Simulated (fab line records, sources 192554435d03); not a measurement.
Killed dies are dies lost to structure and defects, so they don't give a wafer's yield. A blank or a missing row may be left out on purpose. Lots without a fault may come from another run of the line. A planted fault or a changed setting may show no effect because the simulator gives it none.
fab line records | flow n5_finfet
record lots=12 wafers=31 last_day=18
route steps=1938 shown FIN_SAQP@146 FIN_CUT@175 STI_FIN_REVEAL@196 PASSIVATION@1936
lots that met no fault: from a run of the same line without faults
start_h: hours from the record's first day to the start of the lot's first wafer shown | wait_h: hours since the lot's step before | " the same as in the row above | L1.1+2: a row that stands for several wafers | - no value, or no start given | * or withheld: withheld | < > ~ a bound
route shown NAME@n: a module of which the file shows steps, and the number in the route of the first | usual: mean/standard deviation of fault-free wafers | same: alike in all rows | chamber/n: place in a boat | sites: the reading at each site | _std_site: their standard deviation | _edge_site: outer sites' mean less inner sites' | radius_mm: how far each site lies from the wafer's centre | mask NAME#n: copy n | behind: the tool/chamber that last shaped the wafer | hold: why the lot was held/for how many hours/how that ended | device: the transistor (n, p or np) that didn't switch | end of line: the same wafers' tests at the end of the route | a step without rows: its recipe alone | killed: dies lost to structure and defects at the first sort, not the wafer's yield | map: a wafer's dies, x killed, . not, _ none there
set.NAME: the setting as run; set.NAME@STEP: as run at that earlier step | model.NAME: the simulator's own value behind a step, which no gauge read
steps of the route over a sample of lots; a table a step, a row a wafer
services: from which hour (start_h, from the record's first day; less than 0 if before it) a tool's chamber was out of use, for how many hours, and why
## steps
# step N5_FIN_SAQP_ETCH_64
# recipe chemistry=CF4 target=SiO2 target_depth_a=15 ion_energy_ev=350 pressure_mtorr=10 icp_w=800 bias_w=400 cf4_flow_sccm=80
# usual bias_w=400.0/1.2 cf4_flow_sccm=79.97/0.25 drypump_motor_current_A=5.9/0.39 oes_product_au=1.009/0.022 throttle_valve_pct=21.74/0.19
# columns lot.wafer tool chamber start_h wait_h bias_w cf4_flow_sccm drypump_motor_current_A oes_product_au rf_hours_counter_h throttle_valve_pct
L894.1 rie_si-05 3 26.38 0.0 398.3 79.53 5.7 1.040 39 21.58
L894.2 " 0 " " 399.4 79.87 6.1 0.977 2 21.65
L894.3 " 2 " " 399.4 80.16 6.2 1.003 34 21.64
L896.3 rie_si-05 1 39.10 0.0 399.1 80.06 5.7 0.992 21 21.76
L896.4 " 2 " " 402.2 80.29 6.2 1.005 34 21.65
L896.5 " 2 " " 401.1 79.63 6.2 1.005 - 21.64
L900.2 rie_si-02 2 63.64 0.0 401.8 80.06 4.9 1.027 27 21.89
L900.5 " 3 " " 402.8 79.81 6.3 0.994 - 21.50
L901.2 rie_si-03 3 67.73 0.0 399.0 80.39 5.4 1.033 49 21.77
L901.3 " 2 " " 398.6 79.73 6.0 1.035 141 21.89
L902.1 rie_si-02 2 74.71 0.0 400.7 80.02 4.9 1.033 27 21.87
L902.6 " 3 " " 398.1 80.17 6.3 0.985 - 21.49
L903.1 rie_si-03 0 81.00 0.0 399.6 79.93 6.4 1.012 198 21.97
L903.3 " 1 " " 400.8 79.98 6.0 0.988 0 21.60
L903.4 " 3 " " 398.2 79.86 5.4 1.037 49 21.75
L904.1 rie_si-02 0 87.01 0.0 397.6 80.23 6.1 1.027 171 22.06
L904.4 " 2 " " 400.6 80.03 4.9 1.026 28 21.87
L904.6 " 0 " " 399.7 80.36 6.1 1.025 - 22.08
L912.3 rie_si-05 3 135.36 0.0 399.7 79.97 5.7 1.025 41 21.58
L912.4 " 0 " " 400.6 79.87 6.1 0.971 4 21.65
L913.2 rie_si-03 2 139.74 0.0 399.4 80.29 6.0 1.028 143 21.89
L913.4 " 0 " " 399.1 79.73 6.4 1.008 0 22.18
L913.6 " 3 " " 399.0 79.87 5.4 1.037 - 21.77
L914.2 rie_si-02 3 146.69 0.0 402.0 79.78 6.4 0.991 165 21.49
L914.5 " 2 " " 400.0 80.14 4.9 1.010 - 21.86
L915.1 rie_si-02 0 152.17 0.0 400.5 79.78 6.1 1.031 173 22.08
L915.4 " 1 " " 400.3 79.85 5.8 1.007 62 21.33
L915.6 " 0 " " 400.5 79.97 6.1 1.027 - 22.09
L917.2 rie_si-02 3 168.50 0.0 398.8 79.81 6.3 0.981 165 21.52
L917.5 " 1 " " 398.5 80.50 5.8 1.009 - 21.33
L917.6 " 0 " " 400.8 80.14 6.1 1.034 - 22.08
# step N5_FIN_CUT_PRECLEAN_35
# recipe time_s=13.3 temp_c=45 pressure_torr=125 p_hf_torr=3 p_coreactant_torr=25 chemistry=vHF
# usual drypump_motor_current_A=6.0/0.37
# columns lot.wafer tool chamber start_h wait_h drypump_motor_current_A
L894.1 vapor_etch-02 0 27.75 0.0 6.3
L894.2 " 1 " " 5.8
L894.3 " 1 " " 5.8
L896.3 vapor_etch-02 0 40.38 0.1 6.3
L896.4 " 1 " " 5.8
L896.5 " 0 " " 6.3
L900.2 vapor_etch-01 0 64.90 0.0 6.3
L900.5 " 0 " " 6.3
L901.2 vapor_etch-02 0 68.97 0.0 6.3
L901.3 " 1 " " 5.8
L902.1 vapor_etch-02 0 76.08 0.0 6.2
L902.6 " 0 " " 6.3
L903.1 vapor_etch-01 0 82.24 0.0 6.3
L903.3 " 1 " " 5.5
L903.4 " 0 " " 6.3
L904.1 vapor_etch-01 0 88.48 0.0 6.3
L904.4 " 0 " " 6.3
L904.6 " 0 " " 6.3
L912.3 vapor_etch-02 1 136.75 0.1 5.8
L912.4 " 0 " " 6.3
L913.2 vapor_etch-02 0 141.05 0.0 6.3
L913.4 " 1 " " 5.8
L913.6 " 0 " " 6.3
L914.2 vapor_etch-01 1 148.07 0.1 5.5
L914.5 " 1 " " 5.5
L915.1 vapor_etch-01 0 153.55 0.0 6.3
L915.4 " 1 " " 5.5
L915.6 " 1 " " 5.5
L917.2 vapor_etch-01 1 169.99 0.0 5.5
L917.5 " 1 " " 5.5
L917.6 " 0 " " 6.4
# step N5_FIN_CUT_CUT_ETCH_28
# recipe chemistry=HBr/Cl2/O2 target=Si target_depth_a=60 mask_material=SOC time_s=2.4 ion_energy_ev=* bias_w=* pressure_mtorr=10 icp_w=800 HBr_flow_sccm=150 Cl2_flow_sccm=80 O2_flow_sccm=12
# usual bias_w=* drypump_motor_current_A=6.0/0.47 oes_product_au=1.007/0.015 throttle_valve_pct=37.3/0.41
# columns lot.wafer tool chamber start_h wait_h bias_w drypump_motor_current_A oes_product_au rf_hours_counter_h throttle_valve_pct
L894.1 rie_si-01 3 27.89 0.0 * 6.4 1.031 126 37.4
L894.2 " 1 " " * 6.7 1.009 145 37.4
L894.3 " 2 " " * 6.0 0.977 7 37.7
L896.3 rie_si-01 2 40.49 0.0 * 6.1 0.983 7 37.7
L896.4 " 1 " " * 6.7 1.009 145 37.4
L896.5 " 3 " " * 6.4 1.033 - 37.4
L900.2 rie_si-06 2 65.03 0.0 * 5.8 1.014 90 37.0
L900.5 " 2 " " * 5.8 0.997 - 37.0
L901.2 rie_si-06 0 69.11 0.0 * 6.4 1.010 145 37.0
L901.3 " 1 " " * 6.0 0.995 129 36.7
L902.1 rie_si-01 3 76.22 0.0 * 6.3 1.011 127 37.4
L902.6 " 1 " " * 6.7 1.023 - 37.4
L903.1 rie_si-06 2 82.38 0.0 * 5.8 1.005 90 37.0
L903.3 " 0 " " * 6.4 1.003 145 37.0
L903.4 " 1 " " * 6.0 0.995 129 36.7
L904.1 rie_si-06 0 88.61 0.0 * 6.4 1.000 145 37.0
L904.4 " 2 " " * 5.7 1.002 90 37.0
L904.6 " 2 " " * 5.7 1.009 - 37.0
L912.3 rie_si-01 2 136.87 0.0 * 6.1 0.977 8 37.7
L912.4 " 1 " " * 6.6 1.013 147 37.4
L913.2 rie_si-04 1 141.18 0.0 * 5.7 1.003 180 38.0
L913.4 " 2 " " * 5.6 1.012 141 37.5
L913.6 " 2 " " * 5.6 1.001 - 37.5
L914.2 rie_si-06 3 148.21 0.0 * 5.0 1.030 6 36.8
L914.5 " 2 " " * 5.7 0.996 - 37.0
L915.1 rie_si-04 2 153.68 0.0 * 5.6 0.992 142 37.5
L915.4 " 3 " " * 6.6 1.001 182 37.7
L915.6 " 2 " " * 5.6 1.008 - 37.5
L917.2 rie_si-06 1 170.13 0.0 * 6.0 1.006 131 36.7
L917.5 " 1 " " * 5.9 1.005 - 36.7
L917.6 " 3 " " * 5.0 1.031 - 36.8
# step N5_FIN_CUT_INSPECT_17
# recipe inspect_instrument=brightfield mode=aei
# usual raw_defect_count=225/58
# columns lot.wafer tool chamber start_h wait_h raw_defect_count
L894.1 defect_inspect-02 - 28.11 0.0 236
L894.2 " - " " 336
L894.3 " - " " 252
L896.3 defect_inspect-02 - 40.74 0.0 175
L896.4 " - " " 302
L896.5 " - " " 434
L900.2 defect_inspect-02 - 65.27 0.0 316
L900.5 " - " " 224
L901.2 defect_inspect-02 - 69.34 0.0 138
L901.3 " - " " 175
L902.1 defect_inspect-01 - 76.45 0.0 250
L902.6 " - " " 244
L903.1 defect_inspect-02 - 82.61 0.0 1373
L903.3 " - " " 1455
L903.4 " - " " 1405
L904.1 defect_inspect-01 - 88.92 0.0 1398
L904.4 " - " " 1367
L904.6 " - " " 1360
L912.3 defect_inspect-01 - 137.10 0.0 261
L912.4 " - " " 318
L913.2 defect_inspect-02 - 141.44 0.0 263
L913.4 " - " " 258
L913.6 " - " " 252
L914.2 defect_inspect-02 - 148.43 0.0 195
L914.5 " - " " 219
L915.1 defect_inspect-01 - 154.06 0.0 242
L915.4 " - " " 210
L915.6 " - " " 150
L917.2 defect_inspect-01 - 170.35 0.0 203
L917.5 " - " " 200
L917.6 " - " " 252
# step N5_STI_FIN_REVEAL_RECESS_09
# recipe chemistry=HF/NH3 target=SiO2 afs_cycles=11 target_depth_a=425 temp_c=30 sublimation_temp_c=180 sublimation_time_s=60
# usual drypump_motor_current_A=6.0/0.36 sublimation_temp_c=180.01/0.15
# columns lot.wafer tool chamber start_h wait_h drypump_motor_current_A sublimation_temp_c
L894.1 vapor_etch-01 1 34.05 0.0 5.5 179.98
L894.2 " 0 " " 6.3 179.90
L894.3 " 0 " " 6.3 179.92
L896.3 vapor_etch-01 0 47.20 0.6 6.4 180.09
L896.4 " 1 " " 5.5 180.11
L896.5 " 0 " " 6.4 179.73
L900.2 vapor_etch-02 0 71.18 0.0 6.3 180.08
L900.5 " 1 72.24 1.1 5.8 179.91
L901.2 vapor_etch-01 0 76.11 0.0 6.3 180.14
L901.3 " 0 " " 6.3 179.93
L902.1 vapor_etch-01 1 82.42 0.0 5.5 180.04
L902.6 " 0 83.48 1.1 6.3 180.18
L903.1 vapor_etch-01 1 88.59 0.0 5.5 179.82
L903.3 " 0 " " 6.3 179.94
L903.4 " 1 " " 5.5 180.26
L904.1 vapor_etch-01 1 96.72 0.0 5.5 180.01
L904.4 " 1 " " 5.5 179.96
L904.6 " 0 " " 6.3 180.24
L912.3 vapor_etch-01 0 143.86 0.6 6.4 179.99
L912.4 " 1 " " 5.5 180.03
L913.2 vapor_etch-02 0 147.37 0.0 6.3 180.00
L913.4 " 0 " " 6.3 179.86
L913.6 " 0 " " 6.3 179.94
L914.2 vapor_etch-02 1 154.42 0.0 5.7 179.99
L914.5 " 0 155.48 1.1 6.3 179.83
L915.1 vapor_etch-02 1 160.11 0.0 5.7 180.00
L915.4 " 0 " " 6.3 180.09
L915.6 " 0 " " 6.3 180.13
L917.2 vapor_etch-02 1 177.78 0.0 5.8 179.86
L917.5 " 0 178.84 1.1 6.3 180.23
L917.6 " 1 " " 5.8 180.04
# step N5_PASSIVATION_PROBE_49
# usual killed_at_M0_to_M3=34/10 killed_at_M4_up=13/5.4 killed_at_contacts=13/6 killed_at_front_end=42/13 killed_at_other=4/3.2 killed_dies=107/18 killed_on_rim=14/4.2 killed_open=69/14 killed_short=35/7.7
# same gross_dies=1180 killed_at_back_side=0
# columns lot.wafer tool chamber start_h wait_h killed_at_M0_to_M3 killed_at_M4_up killed_at_contacts killed_at_front_end killed_at_other killed_dies killed_on_rim killed_open killed_short
L903.1 prober-02 - 312.61 0.0 27 8 1 153 0 189 26 34 23
L903.3 prober-02 - 312.71 0.1 23 16 4 139 6 188 28 39 31
L903.4 prober-02 - 312.76 0.2 25 13 2 131 4 175 23 37 28
L902.1 prober-02 - 327.01 0.0 28 14 18 31 12 103 11 74 27
L902.6 prober-02 - 327.26 0.3 37 16 15 34 4 106 10 67 38
L904.1 prober-01 - 342.57 0.0 18 16 16 175 6 231 32 72 37
L904.4 prober-01 - 342.72 0.2 31 10 20 169 0 230 26 68 31
L904.6 prober-01 - 342.82 0.3 34 6 15 160 2 217 30 57 37
L912.3 prober-02 - 407.88 0.1 40 21 17 54 1 133 18 99 30
L912.4 prober-02 - 407.93 0.2 25 15 11 45 1 97 13 56 40
# killed by level:class
L903.1 FIN_CUT:unspecified=128 BEOL_M0_SAQP:geometric_particle:open=7 BEOL_M0_SAQP:geometric_particle:short=6 FIN_SAQP:geometric_particle:short=5 DUMMY_GATE:geometric_particle:open=4 FIN_SAQP:geometric_particle:open=3 STI_FIN_REVEAL:geometric_particle:open=3 BEOL_M1:geometric_particle:open=3
L903.3 FIN_CUT:unspecified=117 BEOL_M0_SAQP:geometric_particle:open=6 BEOL_M0_SAQP:geometric_particle:short=6 BEOL_M4:geometric_particle:open=5 BEOL_M2:geometric_particle:open=4 FIN_SAQP:geometric_particle:short=3 DUMMY_GATE:geometric_particle:open=3 ILD0:geometric_particle:open=3
L903.4 FIN_CUT:unspecified=109 BEOL_M0_SAQP:geometric_particle:open=7 FIN_SAQP:geometric_particle:short=5 BEOL_M0_SAQP:geometric_particle:short=5 BEOL_M4:geometric_particle:open=5 FIN_SAQP:geometric_particle:open=4 BEOL_M1:geometric_particle:open=4 BEOL_M3:geometric_particle:open=4
L902.1 MOL_CONTACT_COAG:geometric_particle:open=13 STI_FIN_REVEAL:geometric_particle:open=12 BEOL_M4:geometric_particle:open=10 BEOL_M0_SAQP:geometric_particle:open=8 BEOL_M2:geometric_particle:open=6 BEOL_M1:geometric_particle:open=6 FIN_SAQP:geometric_particle:short=5 MOL_CONTACT_COAG:geometric_particle:short=5
L902.6 MOL_CONTACT_COAG:geometric_particle:open=10 BEOL_M4:geometric_particle:open=10 FIN_SAQP:geometric_particle:open=9 BEOL_M3:geometric_particle:open=8 BEOL_M0_SAQP:geometric_particle:short=8 FIN_SAQP:geometric_particle:short=6 STI_FIN_REVEAL:geometric_particle:open=6 BEOL_M0_SAQP:geometric_particle:open=6
L904.1 FIN_CUT:unspecified=119 STI_FIN_REVEAL:geometric_particle:open=16 FIN_SAQP:geometric_particle:open=13 MOL_CONTACT_COAG:geometric_particle:open=12 FIN_SAQP:geometric_particle:short=11 BEOL_M2:geometric_particle:open=5 BEOL_M0_SAQP:geometric_particle:short=4 GATE_CUT:geometric_particle:open=4
L904.4 FIN_CUT:unspecified=131 MOL_CONTACT_COAG:geometric_particle:open=16 STI_FIN_REVEAL:geometric_particle:open=9 DUMMY_GATE:geometric_particle:open=7 BEOL_M2:geometric_particle:open=6 FIN_SAQP:geometric_particle:open=5 FIN_SAQP:geometric_particle:short=5 BEOL_M0_SAQP:geometric_particle:short=5
L904.6 FIN_CUT:unspecified=122 FIN_SAQP:geometric_particle:open=12 MOL_CONTACT_COAG:geometric_particle:open=11 BEOL_M0_SAQP:geometric_particle:open=9 FIN_SAQP:geometric_particle:short=7 DUMMY_GATE:geometric_particle:open=7 BEOL_M0_SAQP:geometric_particle:short=6 BEOL_M2:geometric_particle:open=5
L912.3 STI_FIN_REVEAL:geometric_particle:open=17 BEOL_M0_SAQP:geometric_particle:open=15 MOL_CONTACT_COAG:geometric_particle:open=13 FIN_SAQP:geometric_particle:open=12 BEOL_M0_SAQP:geometric_particle:short=9 BEOL_M7:geometric_particle:open=7 FIN_SAQP:geometric_particle:short=6 BEOL_M3:geometric_particle:open=6
L912.4 MOL_CONTACT_COAG:geometric_particle:open=10 BEOL_M2:geometric_particle:short=8 DUMMY_GATE:geometric_particle:open=7 FIN_SAQP:geometric_particle:short=5 FIN_SAQP:geometric_particle:open=5 STARTING-WAFER:geometric_particle:short=5 STI_FIN_REVEAL:geometric_particle:open=5 BEOL_M0_SAQP:geometric_particle:short=5
## services
# columns tool chamber start_h hours kind
rie_si-03 1 17.25 1.0 repair
rie_si-03 1 56.75 - clean
rie_si-03 1 56.75 15.3 scheduled_down
rie_si-03 1 56.75 15.3 vent_cycle
rie_si-02 2 57.92 4.5 repair
rie_si-06 3 58.54 10.9 repair
rie_si-02 0 63.29 2.6 repair
rie_si-02 - 87.36 2.8 pm
rie_si-05 3 92.08 9.7 repair
rie_si-03 - 113.13 0.3 repair
rie_si-03 0 113.58 - clean
rie_si-03 0 113.58 11.8 scheduled_down
rie_si-03 0 113.58 11.8 vent_cycle
rie_si-04 - 117.87 0.1 repair
rie_si-06 0 121.63 1.3 repair
rie_si-01 - 125.04 0.4 repair
rie_si-05 0 161.35 3.6 repair
rie_si-04 2 165.82 3.8 repair
rie_si-06 0 169.02 5.9 repair
## key
first_sign step=N5_FIN_CUT_INSPECT_17 reading=raw_defect_count direction=up sigmas=20 usual=225 struck=1393
effect step=N5_PASSIVATION_PROBE_49 reading=killed_at_front_end direction=up sigmas=8.4 usual=42 struck=154
more_kills_born_at N5_FIN_CUT_CUT_ETCH_28@rie_si-06=726
met_at N5_FIN_CUT_CUT_ETCH_28
struck_lots L903,L904
tester_left_out L903,L904
not_acting_at N5_FIN_SAQP_ETCH_64,N5_FIN_CUT_PRECLEAN_35,N5_STI_FIN_REVEAL_RECESS_09
onset_between 69.11 82.38
fault kind=chamber_particle_source tool=rie_si-06 chamber=- onset_h=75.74 steps=N5_FIN_CUT_CUT_ETCH_28 rate_per_visit_cm2=1.8656 end_h=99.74
# tester_left_out: of these lots the tester's yield and bins aren't shown, on N5 and GAA mostly nor the transistor test; their killed dies are dies lost to structure and defects alone, not to doping, threshold or leakage, so they don't give the yield
